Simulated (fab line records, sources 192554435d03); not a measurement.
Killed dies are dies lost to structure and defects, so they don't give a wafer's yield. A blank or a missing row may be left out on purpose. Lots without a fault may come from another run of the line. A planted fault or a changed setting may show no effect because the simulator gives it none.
Chamber matching | flow n5_finfet | N5_FIN_SAQP_FIN_ETCH_36 on rie_si-02: 4 sister chambers
The step etches the open film in HBr/Cl2/O2, target depth 120 nm, time 50.4 s. 14 wafers are shown with their chamber, then 7 later ones without.

WAFERS WITH THEIR CHAMBER
wafer  | chamber | drypump_motor_current_A (A) | oes_o_777_au (a.u.) | throttle_valve_pct (%)
L076.3 | 3       | 5.7                         | 0.95                | 36.3
L076.4 | 3       | 5.7                         | 0.95                | 36.3
L076.6 | 0       | 5.1                         | 1.02                | 36.3
L077.2 | 2       | 6.1                         | 0.96                | 36.0
L077.5 | 2       | 6.1                         | 0.97                | 36.0
L077.6 | 3       | 5.7                         | 0.95                | 36.3
L080.1 | 3       | 5.7                         | 0.95                | 36.3
L080.2 | 2       | 6.1                         | 0.97                | 36.0
L080.4 | 2       | 6.1                         | 0.99                | 36.0
L081.2 | 2       | 6.1                         | 0.97                | 36.0
L081.5 | 1       | 6.3                         | 1.08                | 35.9
L081.6 | 2       | 6.0                         | 0.97                | 36.0
L086.2 | 2       | 6.1                         | 0.97                | 36.1
L086.3 | 3       | 5.7                         | 0.95                | 36.3

SIGNATURES (means of the wafers above)
reading                 | chamber 0 | chamber 1 | chamber 2 | chamber 3 | scatter within a chamber
drypump_motor_current_A | 5.100     | 6.300     | 6.086     | 5.700     | 0.0293
oes_o_777_au            | 1.0200    | 1.0800    | 0.9714    | 0.9500    | 0.00697
throttle_valve_pct      | 36.300    | 35.900    | 36.014    | 36.300    | 0.0293
Rule: a wafer's distance from a chamber is the root of the sum, over the readings, of the square of ((its reading less the chamber's mean) divided by the reading's scatter). The wafer belongs to the nearest chamber; if the next one is less than 2 further off, it can't be placed. The scatter: the root of (the sum of the squares of (reading less its chamber's mean) over the shown wafers, divided by (wafers less chambers)).

WAFERS WITHOUT THEIR CHAMBER
wafer  | drypump_motor_current_A (A) | oes_o_777_au (a.u.) | throttle_valve_pct (%)
L086.5 | 5.8                         | 0.95                | 36.4
L095.2 | 6.1                         | 0.97                | 36.0
L095.3 | 6.3                         | 1.08                | 35.9
L095.5 | 5.1                         | 1.02                | 36.3
L097.1 | 5.1                         | 1.02                | 36.3
L097.3 | 6.1                         | 0.96                | 36.0
L097.5 | 6.1                         | 0.97                | 36.0

WHICH CHAMBER EACH WENT THROUGH
wafer  | from the rows above | in truth
L086.5 | 3                   | 3
L095.2 | 2                   | 2
L095.3 | 1                   | 1
L095.5 | 0                   | 0
L097.1 | 0                   | 0
L097.3 | 2                   | 2
L097.5 | 2                   | 2
Placed correctly: 7 of 7. Can't be placed from these rows: 0. Placed wrongly: 0.
